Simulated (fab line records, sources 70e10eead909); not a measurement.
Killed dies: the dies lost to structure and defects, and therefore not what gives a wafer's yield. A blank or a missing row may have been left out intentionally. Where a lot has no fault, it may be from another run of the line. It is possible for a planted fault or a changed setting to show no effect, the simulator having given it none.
Matching of chambers || flow nand harc || 3 sister chambers for NHARC_A_STAIRCASE_DEP_301 on pecvd-03
The step deposits SiON, target thk 30 nm. 22 wafers are shown with their chamber, then 11 later ones without.

== WAFERS PAIRED WITH THEIR CHAMBERS ==
{"wafer": "L079.2", "chamber": 2, "heater power w (W)": 642}
{"wafer": "L079.5", "chamber": 2, "heater power w (W)": 655}
{"wafer": "L079.6", "chamber": 1, "heater power w (W)": 952}
{"wafer": "L080.3", "chamber": 2, "heater power w (W)": 635}
{"wafer": "L080.4", "chamber": 0, "heater power w (W)": 784}
{"wafer": "L080.5", "chamber": 1, "heater power w (W)": 938}
{"wafer": "L084.2", "chamber": 0, "heater power w (W)": 884}
{"wafer": "L084.5", "chamber": 0, "heater power w (W)": 852}
{"wafer": "L084.6", "chamber": 2, "heater power w (W)": 623}
{"wafer": "L082.1", "chamber": 1, "heater power w (W)": 862}
{"wafer": "L082.4", "chamber": 1, "heater power w (W)": 869}
{"wafer": "L082.5", "chamber": 0, "heater power w (W)": 843}
{"wafer": "L083.2", "chamber": 0, "heater power w (W)": 851}
{"wafer": "L083.3", "chamber": 1, "heater power w (W)": 904}
{"wafer": "L083.4", "chamber": 2, "heater power w (W)": 617}
{"wafer": "L085.1", "chamber": 0, "heater power w (W)": 808}
{"wafer": "L085.2", "chamber": 1, "heater power w (W)": 958}
{"wafer": "L085.4", "chamber": 1, "heater power w (W)": 963}
{"wafer": "L085.3", "chamber": 2, "heater power w (W)": 641}
{"wafer": "L085.5", "chamber": 2, "heater power w (W)": 644}
{"wafer": "L085.6", "chamber": 0, "heater power w (W)": 819}
{"wafer": "L088.4", "chamber": 1, "heater power w (W)": 809}

SIGNATURES (means of the wafers above)
{"reading": "heater power w", "chamber 0": 834.43, "chamber 1": 906.88, "chamber 2": 636.71, "scatter within a chamber": 39.3}
Rule: a wafer's distance from a chamber is the root of the sum, over the readings, of the square of ((its reading less the chamber's mean) divided by the reading's scatter). The wafer belongs to the nearest chamber; if the next one is less than 2 further off, it can't be placed. The scatter: take each reading less its chamber's mean, square it, sum over the shown wafers, divide by the number of wafers less the number of chambers, and take the root.

== WAFERS WHOSE CHAMBER IS MISSING ==
{"wafer": "L088.5", "heater power w (W)": 827}
{"wafer": "L088.6", "heater power w (W)": 635}
{"wafer": "L096.2", "heater power w (W)": 871}
{"wafer": "L096.4", "heater power w (W)": 834}
{"wafer": "L096.5", "heater power w (W)": 705}
{"wafer": "L096.1", "heater power w (W)": 713}
{"wafer": "L096.3", "heater power w (W)": 732}
{"wafer": "L096.6", "heater power w (W)": 765}
{"wafer": "L095.1", "heater power w (W)": 955}
{"wafer": "L095.3", "heater power w (W)": 696}
{"wafer": "L095.6", "heater power w (W)": 724}

== CHAMBER TAKEN BY EACH ==
{"wafer": "L088.5", "from the rows above": "can't be placed: 0 or 1", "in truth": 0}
{"wafer": "L088.6", "from the rows above": 2, "in truth": 2}
{"wafer": "L096.2", "from the rows above": "can't be placed: 1 or 0", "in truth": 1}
{"wafer": "L096.4", "from the rows above": "can't be placed: 0 or 1", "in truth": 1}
{"wafer": "L096.5", "from the rows above": "can't be placed: 2 or 0", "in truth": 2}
{"wafer": "L096.1", "from the rows above": "can't be placed: 2 or 0", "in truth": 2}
{"wafer": "L096.3", "from the rows above": "can't be placed: 2 or 0", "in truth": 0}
{"wafer": "L096.6", "from the rows above": "can't be placed: 0 or 2 or 1", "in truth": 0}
{"wafer": "L095.1", "from the rows above": "can't be placed: 1 or 0", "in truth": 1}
{"wafer": "L095.3", "from the rows above": 2, "in truth": 2}
{"wafer": "L095.6", "from the rows above": "can't be placed: 2 or 0", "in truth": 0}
2 of 11 placed correctly. Unplaceable from these rows: 9, with the true chamber sitting among the candidates in 9. Placed wrongly: 0.
